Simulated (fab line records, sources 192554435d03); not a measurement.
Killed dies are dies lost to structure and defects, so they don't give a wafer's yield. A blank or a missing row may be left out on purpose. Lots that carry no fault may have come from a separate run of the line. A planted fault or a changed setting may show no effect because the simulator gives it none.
2 desks looking at one fault :: flow n5 finfet :: each desk holds nothing but its own numbers, with what lay behind them at the end

THE TOOL OWNER'S DESK: rie diel-03
The tool's own readings at N5_BEOL_M8_STRIP_36 (strips in N2/H2): means of the sampled wafers that have a number, for each lot that ran on this tool. A lot is out of limits, marked OUT, if its mean lies more than 4 standard deviations from the usual mean; the brackets give that distance.
Columns: A = bias power w at N5_BEOL_M8_STRIP_36, usual 7.004 W; B = chamber pressure mTorr at N5_BEOL_M8_STRIP_36, usual 20.00 mTorr; C = drypump motor current A at N5_BEOL_M8_STRIP_36, usual 5.5 A; D = oes product au at N5_BEOL_M8_STRIP_36, usual 0.76 a.u.; E = rf vpp V at N5_BEOL_M8_STRIP_36, usual 59.2 V; F = showerhead plenum p Torr at N5_BEOL_M8_STRIP_36, usual 2.52 Torr; G = throttle valve pct at N5_BEOL_M8_STRIP_36, usual 23.5 %
lot: L760
first seen here: day 9 19:55
A: 7.003
B: 20.03
C: 5.3
D: 0.86
E: 58.1
F: 2.61
G: 23.2

lot: L766
first seen here: day 10 17:34
A: 6.992
B: 20.03
C: 5.0
D: 0.89
E: 58.8
F: 2.62
G: 23.4

lot: L771
first seen here: day 12 03:03
A: 7.005
B: 20.00
C: 5.8
D: 0.77
E: 59.3
F: 2.56
G: 23.8

lot: L779
first seen here: day 14 16:35
A: 6.997
B: 19.96
C: 5.4
D: 0.80
E: 57.8
F: 2.53
G: 23.7
This desk found nothing out of limits on any of the 4 lots.

THE METROLOGY DESK
Means of the sampled wafers that have a number, per lot and without regard to the tool the lot ran on: this is what the gauges read. A lot is out of limits, marked OUT, if its mean lies more than 4 standard deviations from the usual mean; the brackets give that distance. It has 10 readings; the 7 that lie furthest out on some lot are the ones shown.
Columns: A = DIBL_N at N5_BEOL_M4_RC_MEAS_101, usual 37.0 mV/V; B = DIBL_P at N5_BEOL_M4_RC_MEAS_101, usual 37.3 mV/V; C = IOFF_N at N5_BEOL_M4_RC_MEAS_101, usual 0.17 nA/um; D = IOFF_P at N5_BEOL_M4_RC_MEAS_101, usual 0.23 nA/um; E = ION_P at N5_BEOL_M4_RC_MEAS_101, usual 460 uA/um; F = SS_P at N5_BEOL_M4_RC_MEAS_101, usual 73.6 mV/dec; G = VT_P at N5_BEOL_M4_RC_MEAS_101, usual -250 mV
lot: L760
first seen here: day 7 23:18
A: 40.4
B: 40.4
C: 0.25
D: 0.31
E: 471
F: 74.9
G: -247

lot: L763
first seen here: day 8 22:55
A: 38.3
B: 39.3
C: 0.20
D: 0.22
E: 456
F: 74.0
G: -251

lot: L766
first seen here: day 9 08:11
A: 37.7
B: 39.0
C: 0.20
D: 0.24
E: 468
F: 73.9
G: -252

lot: L765
first seen here: day 9 09:13
A: 37.1
B: 39.1
C: 0.20
D: 0.28
E: 469
F: 73.0
G: -246

lot: L771
first seen here: day 10 19:25
A: 37.2
B: 36.2
C: 0.16
D: 0.20
E: 454
F: 73.4
G: -251

lot: L772
first seen here: day 11 08:12
A: 36.5
B: 37.4
C: 0.19
D: 0.26
E: 468
F: 73.5
G: -247

lot: L777
first seen here: day 12 22:21
A: 35.7
B: 33.6
C: 0.13
D: 0.16
E: 447
F: 72.9
G: -255

lot: L778
first seen here: day 12 22:43
A: 33.8
B: 35.4
C: 0.14
D: 0.16
E: 451
F: 72.7
G: -256

lot: L779
first seen here: day 13 00:56
A: 36.2
B: 33.8
C: 0.15
D: 0.19
E: 459
F: 72.8
G: -252
This desk found nothing out of limits on any of the 9 lots.

PUT TOGETHER
The tool owner's desk saw nothing out of limits.
From the metrology desk's view, nothing was out of limits.

WHAT HAD BEEN PUT IN BY THE SIMULATOR
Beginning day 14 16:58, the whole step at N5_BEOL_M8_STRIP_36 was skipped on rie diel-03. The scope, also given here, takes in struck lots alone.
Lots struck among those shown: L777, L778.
